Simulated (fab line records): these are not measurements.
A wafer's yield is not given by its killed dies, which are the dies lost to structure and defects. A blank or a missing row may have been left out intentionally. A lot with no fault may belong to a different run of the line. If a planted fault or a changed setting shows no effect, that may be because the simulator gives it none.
fab line records	flow n5_finfet
[record] lots = 7	wafers = 39
route steps=1938 shown ZERO_LAYER@16 FIN_SAQP@130 SD_EPI_N@279 HKMG_FIN@413 MOL_CONTACT_COAG@547 BEOL_M0_SAQP@673 BEOL_M1@824 BEOL_M3@998 BEOL_M6@1239 BEOL_M8@1368 BEOL_M9@1401 BEOL_M11@1579 BEOL_M15@1821
start_h: hours from the record's opening day to when the first of the lot's shown wafers began	wait_h: hours from the lot's prior step to this one	" the same as in the row above	L1.1+2: a row that stands for several wafers	- no value present, or no start provided	* or withheld: withheld	< > ~ a bound
route shown NAME@n: a module of which the file shows steps, and the number in the route of the first	usual: mean/standard deviation of fault-free wafers	same: alike in all rows	chamber/n: place in a boat	sites: readings site by site	_std_site: standard deviation across them	_edge_site: the outer-site mean with the inner-site mean subtracted	radius_mm: for every site, how far away it sits from the centre of the wafer	mask NAME#n: copy n	behind: the tool/chamber that last shaped the wafer	hold: reason for holding the lot/hours on hold/outcome of the hold	device: which transistor (n, p or np) failed to switch	end of line: at the end of the route, the tests of the same wafers	a step without rows: its recipe alone	killed: dies lost to structure and defects at the first sort, not the wafer's yield	map: the dies of a wafer, with x for killed, . for not killed, _ for no die there
set.NAME: the setting the step ran with; set.NAME@STEP: the setting that earlier step ran with	model.NAME: the simulator's own value behind a step, which no gauge read
lots whose settings were changed on purpose; a table a step, a row a wafer
[[steps]]
[step N5_ZERO_LAYER_ETCH_18]
[recipe] chemistry = HBr/Cl2	target = Si	target_depth_a = 1200	time_s = 40	pressure_mtorr = 10	icp_w = 800	bias_w = 75	HBr_flow_sccm = 150	Cl2_flow_sccm = 80
[step N5_FIN_SAQP_ETCH_65]
[recipe] chemistry = CF4	target = SiO2	target_depth_a = 40	ion_energy_ev = 350	time_s = 4.4	pressure_mtorr = 10	icp_w = 800	bias_w = 400	cf4_flow_sccm = 80
[step N5_SD_EPI_N_ETCH_16]
[recipe] chemistry = CHF3/O2	target = SiO2	target_depth_a = 50	mask_material = SOC	pressure_mtorr = 30	source_w = 650	bias_w = 170	Ar_flow_sccm = 200	CHF3_flow_sccm = 50	O2_flow_sccm = 5	ion_energy_ev = 200
[step N5_HKMG_FIN_CVD_62]
[recipe] material = a-Si	target_thk_a = 30	temp_c = 500	precursor = Si2H6	pressure_torr = 1	time_s = 20.8
[step N5_MOL_CONTACT_COAG_SPUTTER_143]
[recipe] material = Co	target_thk_a = 25	temp_c = 25	chamber_pressure_pa = 0.2
[step N5_BEOL_M0_SAQP_ETCH_107]
[recipe] chemistry = CH3F/O2	target = SiNx	target_depth_a = 300	mask_material = SOC	pressure_mtorr = 30	source_w = 395	bias_w = 73	Ar_flow_sccm = 150	CH3F_flow_sccm = 30	O2_flow_sccm = 20	ion_energy_ev = 120
[step N5_BEOL_M1_SPUTTER_90]
[recipe] material = Cu	target_thk_a = 45	temp_c = -20	chamber_pressure_pa = 0.07	power_w = withheld	time_s = 8.29
[step N5_BEOL_M3_SPUTTER_81]
[step N5_BEOL_M6_TRENCH_ETCH_37]
[recipe] chemistry = C4F6/O2	target_depth_a = 944.35	target = SiCOH_lowk	time_s = 31.5	ion_energy_ev = 250	pressure_mtorr = 30	source_w = 345	bias_w = 185	Ar_flow_sccm = 300	C4F6_flow_sccm = 10	O2_flow_sccm = 10
[step N5_BEOL_M8_DESCUM_33]
[recipe] chemistry = O2	time_s = 7	source_power_w = 50	bias_power_w = 20	pressure_mtorr = 20	rf_frequency_hz = 2.712e+07	temp_c = 40	resist = CAR-EUV	o2_flow_sccm = 225
[step N5_BEOL_M9_ILD_DEP_00]
[recipe] material = SiCOH_lowk	target_thk_a = 3085.1	temp_c = 300	precursor = DEMS/porogen	pressure_torr = 5	rf_w = 500	time_s = 58
[step N5_BEOL_M11_ETCH_41]
[recipe] chemistry = CH3F/O2	target = SiCN	target_depth_a = 426	taper_deg = 2	time_s = 86	ion_energy_ev = 120	mask_material = TiN	pressure_mtorr = 30	source_w = 395	bias_w = 75	Ar_flow_sccm = 150	CH3F_flow_sccm = 30	O2_flow_sccm = 20
[step N5_BEOL_M15_SPUTTER_45]
[recipe] material = Cu	target_thk_a = 1000	temp_c = -20	bias_v = 60	power_w = 26000	chamber_pressure_pa = 0.13	time_s = 16.67
[step N5_BEOL_M15_RC_MEAS_101]
[usual] SERP_M6 = 14.1/0.54
lot.wafer	tool	chamber	start_h	wait_h	set.target_depth_a@ZERO_LAYER_ETCH_18	set.time_s@FIN_SAQP_ETCH_65	set.target_depth_a@SD_EPI_N_ETCH_16	set.time_s@HKMG_FIN_CVD_62	set.target_thk_a@MOL_CONTACT_COAG_SPUTTER_143	set.target_depth_a@BEOL_M0_SAQP_ETCH_107	set.target_thk_a@BEOL_M1_SPUTTER_90	set.target_thk_a@BEOL_M3_SPUTTER_81	set.target_depth_a@BEOL_M6_TRENCH_ETCH_37	set.time_s@BEOL_M8_DESCUM_33	set.target_thk_a@BEOL_M9_ILD_DEP_00	set.time_s@BEOL_M11_ETCH_41	set.target_thk_a@BEOL_M15_SPUTTER_45	SERP_M6[ohm/um]
L078.1	prober-02	0	272.59	0.0	1200	4.4	50	13.66	17.09	447.6	20.31	31.05	1155	3.662	3639	86	1000	11.1
L078.2	"	0	"	"	1200	4.4	50	20.8	17.09	447.6	45	45	944.35	3.662	3639	86	694.6	14.0
L078.3	"	0	"	"	1200	4.4	77.93	13.66	25	300	45	31.05	1155	3.662	3085.1	86	694.6	10.4
L078.4	"	0	"	"	1200	4.4	50	20.8	25	300	45	31.05	944.35	7	3085.1	86	694.6	13.8
L078.5	"	0	"	"	1200	4.4	77.93	20.8	17.09	300	20.31	45	944.35	7	3639	86	1000	15.3
L078.6	"	0	"	"	1200	4.4	77.93	13.66	25	447.6	20.31	45	1155	7	3085.1	86	1000	10.6
L081.1	prober-01	0	298.63	0.0	485	4.4	50	20.8	36.87	300	31.04	45	944.35	4.143	3085.1	86	1240	13.6
L081.2	"	0	"	"	485	2.451	50	20.8	25	417.4	45	54.51	944.35	4.143	3085.1	86	1000	14.9
L081.3	"	0	"	"	1200	2.451	50	13.36	25	300	45	54.51	944.35	7	3085.1	86	1000	13.4
L081.4	"	0	"	"	1200	4.4	50	13.36	36.87	417.4	45	45	944.35	7	3085.1	128.7	1240	13.4
L081.5	"	0	"	"	485	4.4	50	13.36	25	300	31.04	45	944.35	4.143	3085.1	128.7	1000	14.3
L081.6	"	0	"	"	1200	2.451	50	20.8	36.87	417.4	31.04	54.51	944.35	7	3085.1	128.7	1240	15.4
L082.1	prober-01	0	308.44	0.0	1839	4.4	50	20.8	25	300	45	45	944.35	9.525	3757	117.6	1000	15.0
L082.2	"	0	"	"	1839	4.4	50	20.8	29.5	172.1	45	45	628.6	9.525	3757	117.6	1502	27.4
L082.3	"	0	"	"	1200	4.4	20.31	16.24	25	300	45	45	628.6	7	3085.1	117.6	1000	26.3
L082.4	"	0	"	"	1200	4.4	50	16.24	25	172.1	45	45	944.35	7	3757	86	1000	15.4
L082.5	"	0	"	"	1839	4.4	20.31	16.24	29.5	300	45	45	944.35	9.525	3085.1	86	1502	14.4
L082.6	"	0	"	"	1200	4.4	20.31	20.8	29.5	172.1	45	45	628.6	7	3085.1	86	1502	25.9
L086.2	prober-01	0	321.28	0.2	1200	4.4	50	20.8	25	300	45	45	944.35	7	3085.1	86	1000	14.7
L086.3	"	0	"	"	1200	4.4	50	20.8	25	300	45	45	944.35	7	3085.1	86	1000	14.6
L086.4	"	0	"	"	1200	4.4	50	20.8	25	300	45	45	944.35	7	3085.1	86	1000	13.7
L092.1	prober-02	0	381.28	0.0	1200	6.456	37.69	20.8	25	300	45	45	1209	2.887	3085.1	86	1358	10.0
L092.2	"	0	"	"	1200	6.456	50	20.8	25	378	45	36.98	1209	7	3085.1	113.2	1000	10.1
L092.3	"	0	"	"	1200	6.456	50	29.61	25	300	45	36.98	944.35	2.887	2283	113.2	1000	14.1
L092.4	"	0	"	"	1200	4.4	50	29.61	25	378	45	45	1209	7	2283	86	1358	10.0
L092.5	"	0	"	"	1200	4.4	37.69	20.8	25	378	45	45	944.35	2.887	2283	113.2	1358	13.7
L092.6	"	0	"	"	1200	4.4	37.69	29.61	25	300	45	36.98	944.35	7	3085.1	86	1000	13.6
L095.1	prober-02	0	393.99	0.0	1701	4.4	50	16.98	25	390.7	70.61	45	944.35	8.065	3085.1	119.8	1000	14.7
L095.2	"	0	"	"	1200	4.4	50	20.8	25	300	70.61	45	1091	8.065	2608	86	1000	11.7
L095.3	"	0	"	"	1701	4.4	70.37	16.98	15.93	300	70.61	45	1091	7	3085.1	119.8	1000	10.9
L095.4	"	0	"	"	1200	4.4	70.37	16.98	25	390.7	45	45	1091	7	2608	86	1000	11.6
L095.5	"	0	"	"	1200	4.4	50	20.8	15.93	390.7	45	45	944.35	8.065	3085.1	86	1000	13.4
L095.6	"	0	"	"	1701	4.4	70.37	20.8	15.93	300	45	45	944.35	7	2608	119.8	1000	15.3
L097.1	prober-01	0	419.42	0.6	1886	4.4	50	31.76	25	172.7	45	45	944.35	7	3085.1	86	441	13.5
L097.2	"	0	"	"	1200	4.4	59.41	20.8	33.05	300	45	57.94	944.35	7	3085.1	86	1000	13.7
L097.3	"	0	"	"	1886	1.874	50	20.8	25	172.7	45	57.94	1333	7	3085.1	67.98	441	8.8
L097.4	"	0	"	"	1886	4.4	59.41	20.8	33.05	172.7	45	45	1333	7	3085.1	86	1000	8.7
L097.5	"	0	"	"	1200	1.874	59.41	31.76	25	300	45	45	944.35	7	3085.1	67.98	1000	13.7
L097.6	"	0	"	"	1200	1.874	50	31.76	33.05	300	45	57.94	1333	7	3085.1	67.98	441	8.5
[[key]]
[split] step = N5_ZERO_LAYER_ETCH_18	setting = target_depth_a	stated_as = 1200
response none clear
[split] step = N5_FIN_SAQP_ETCH_65	setting = time_s	stated_as = 4.4
response none clear
[split] step = N5_SD_EPI_N_ETCH_16	setting = target_depth_a	stated_as = 50
response none clear
[split] step = N5_HKMG_FIN_CVD_62	setting = time_s	stated_as = 20.8
response none clear
[split] step = N5_MOL_CONTACT_COAG_SPUTTER_143	setting = target_thk_a	stated_as = 25
response none clear
[split] step = N5_BEOL_M0_SAQP_ETCH_107	setting = target_depth_a	stated_as = 300
response none clear
[split] step = N5_BEOL_M1_SPUTTER_90	setting = target_thk_a	stated_as = 45
response none clear
[split] step = N5_BEOL_M3_SPUTTER_81	setting = target_thk_a	stated_as = 45
response none clear
[split] step = N5_BEOL_M6_TRENCH_ETCH_37	setting = target_depth_a	stated_as = 944.35
[response] step = N5_BEOL_M15_RC_MEAS_101	reading = SERP_M6	slope = -0.169	per = 1%	together_with = all	explained = 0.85
[split] step = N5_BEOL_M8_DESCUM_33	setting = time_s	stated_as = 7
response none clear
[split] step = N5_BEOL_M9_ILD_DEP_00	setting = target_thk_a	stated_as = 3085.1
response none clear
[split] step = N5_BEOL_M11_ETCH_41	setting = time_s	stated_as = 86
response none clear
[split] step = N5_BEOL_M15_SPUTTER_45	setting = target_thk_a	stated_as = 1000
response none clear
